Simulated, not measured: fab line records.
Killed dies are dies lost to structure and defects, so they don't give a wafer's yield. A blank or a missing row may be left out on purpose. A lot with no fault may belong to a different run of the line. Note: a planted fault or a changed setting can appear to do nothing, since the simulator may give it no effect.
Split-lot experiment    flow n5Finfet    route with 1938 steps; 7 lots, 39 wafers read

THE SPLIT
At N5_DUMMY_GATE_ETCH_32 (etches SiO2 in CF4, target depth 3.5 nm, time 3.9 s), the setting timeS was moved away from the recipe's 3.9 s on 18 of the 39 wafers read, by -18.9% to +19.9%. For the rest of the wafers, this setting stayed at what the recipe calls for.

The split's own step is where the reading is taken.

THE READING
etch.depthNm (the simulator's own value, which no gauge read), in nm, at N5_DUMMY_GATE_ETCH_32 (etches SiO2 in CF4, target depth 3.5 nm, time 3.9 s). The file does not state a usual value for it. Here, 21 wafers ran the recipe; their average is 3.500 nm with a standard deviation of 0.076 nm.

wafer   tool, chamber at the split  timeS as run, s  against the recipe  etch.depthNm, nm  against lot-mates on the recipe
L074.1  rieSi-04, 0                 3.9              recipe              3.488             -
L074.2  rieSi-04, 1                 3.9              recipe              3.436             -
L074.3  rieSi-04, 3                 4.678            +19.9%              4.178             +0.728
L074.4  rieSi-04, 2                 4.678            +19.9%              4.1               +0.650
L074.5  rieSi-04, 1                 3.9              recipe              3.427             -
L074.6  rieSi-04, 2                 4.678            +19.9%              4.101             +0.651
L076.1  rieSi-02, 3                 3.9              recipe              3.433             -
L076.2  rieSi-02, 2                 3.9              recipe              3.482             -
L076.3  rieSi-02, 0                 4.402            +12.9%              4.003             +0.515
L076.4  rieSi-02, 1                 4.402            +12.9%              3.937             +0.449
L076.5  rieSi-02, 3                 4.402            +12.9%              3.931             +0.443
L076.6  rieSi-02, 0                 3.9              recipe              3.549             -
L077.1  rieSi-06, 0                 3.163            -18.9%              2.997             -0.472
L077.2  rieSi-06, 2                 3.163            -18.9%              2.903             -0.566
L077.3  rieSi-06, 3                 3.9              recipe              3.451             -
L077.4  rieSi-06, 1                 3.9              recipe              3.506             -
L077.5  rieSi-06, 0                 3.163            -18.9%              2.989             -0.480
L077.6  rieSi-06, 3                 3.9              recipe              3.449             -
L079.1  rieSi-06, 2                 4.457            +14.3%              4.114             +0.553
L079.2  rieSi-06, 3                 3.9              recipe              3.468             -
L079.3  rieSi-06, 1                 4.457            +14.3%              4.004             +0.443
L079.4  rieSi-06, 0                 3.9              recipe              3.731             -
L079.5  rieSi-06, 3                 3.9              recipe              3.484             -
L079.6  rieSi-06, 2                 4.457            +14.3%              4.095             +0.534
L090.1  rieSi-06, 2                 3.9              recipe              3.481             -
L090.2  rieSi-06, 1                 3.9              recipe              3.451             -
L090.3  rieSi-06, 3                 4.368            +12.0%              3.858             +0.324
L090.4  rieSi-06, 0                 3.9              recipe              3.67              -
L090.5  rieSi-06, 3                 4.368            +12.0%              3.859             +0.325
L090.6  rieSi-06, 0                 4.368            +12.0%              4.123             +0.589
L092.1  rieSi-04, 1                 3.9              recipe              3.44              -
L092.2  rieSi-04, 3                 3.252            -16.6%              2.969             -0.519
L092.3  rieSi-04, 2                 3.252            -16.6%              2.875             -0.613
L092.4  rieSi-04, 0                 3.9              recipe              3.563             -
L092.5  rieSi-04, 1                 3.9              recipe              3.462             -
L092.6  rieSi-04, 2                 3.252            -16.6%              2.884             -0.604
L097.2  rieSi-04, 3                 3.9              recipe              3.557             -
L097.3  rieSi-04, 1                 3.9              recipe              3.477             -
L097.5  rieSi-04, 1                 3.9              recipe              3.498             -

THE FIT
A straight line over all 39 wafers: etch.depthNm changes by +0.0333 nm for each +1% of timeS; r = +0.98; the points scatter about the line by 0.083 nm.
The same after taking each lot's own level away (the mean of its wafers on the recipe; 39 wafers): +0.0327 nm for each +1%; r = +0.98; scatter 0.076 nm.
Per that fit: largest timeS move, reading shift of 0.65 nm.
The span of the lots' own levels, 3.4503 to 3.5610 nm, comes to 1.5 times the standard deviation stated above.
The two slopes are in agreement: the lot-to-lot level therefore moves the slope only a little.
Check: +0.663 nm against its lot-mates is what the line predicts for one of the wafers moved furthest among these (+19.9%) when that wafer is left out of the fit. Against them it came out at +0.728 nm.

OTHER SPLITS ON THESE WAFERS
These wafers also went through other splits before the reading. Each is held against what the fit with the lots' levels taken away leaves over:
other split on the same wafers            wafers away from the commonest value  r with etch.depthNm (lot level and that fit taken away)
N5_FIN_SAQP_MANDREL_ETCH_22 targetDepthA  15                                    -0.09
N5_FIN_CUT_CUT_ETCH_26 targetDepthA       15                                    -0.03
N5_DUMMY_GATE_HM_DEP_06 targetThkA        30                                    -0.19

FILE'S OWN FIT
etch.depthNm changes by +0.033 nm for each +1% of timeS, r = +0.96.
